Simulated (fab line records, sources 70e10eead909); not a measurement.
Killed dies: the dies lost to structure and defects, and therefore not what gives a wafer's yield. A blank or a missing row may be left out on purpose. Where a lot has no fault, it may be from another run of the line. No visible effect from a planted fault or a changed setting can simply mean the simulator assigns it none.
Chamber matching -- flow nand_harc -- NHARC_A_STAIRCASE_CMP_450 on cmp-01 has 4 sister chambers
The step polishes SiO2, target thk 200 nm. 4 wafers are shown with their chamber, then 9 later ones without.

## WAFERS WITH THEIR CHAMBER
wafer,chamber,motor_current_A (A)
L086.1,3,11.9
L088.6,0,13.0
L087.3,1,11.5
L087.6,2,12.1

## WAFERS WITH NO CHAMBER GIVEN
wafer,motor_current_A (A)
L090.4,11.7
L090.5,11.4
L090.6,12.6
L092.2,12.9
L092.4,10.5
L092.6,11.8
L096.1,11.4
L096.2,13.2
L096.5,12.8

## WHICH CHAMBER EACH ONE RAN IN
wafer,from the rows above,in truth
L090.4,can't be placed: 1 or 3 or 2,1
L090.5,can't be placed: 1 or 3 or 2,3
L090.6,can't be placed: 0 or 2 or 3 or 1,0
L092.2,can't be placed: 0 or 2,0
L092.4,can't be placed: 1 or 3 or 2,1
L092.6,can't be placed: 3 or 2 or 1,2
L096.1,can't be placed: 1 or 3 or 2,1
L096.2,0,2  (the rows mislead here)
L096.5,can't be placed: 0 or 2 or 3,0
0 of 9 placed correctly. Unplaceable from these rows: 8, with the true chamber sitting among the candidates in 8. 1 placed wrongly.
How it was worked out, from the rows above alone: a wafer's distance from a chamber is the root of the sum, over the readings, of the square of ((its reading less the chamber's mean) divided by the reading's scatter). The wafer belongs to the nearest chamber; if the next one is less than 2 further off, it can't be placed. A chamber's mean is the mean of its shown wafers. The scatter: with one shown wafer a chamber, the root of the mean of the squares of how far each hidden wafer lies from its nearest shown one.
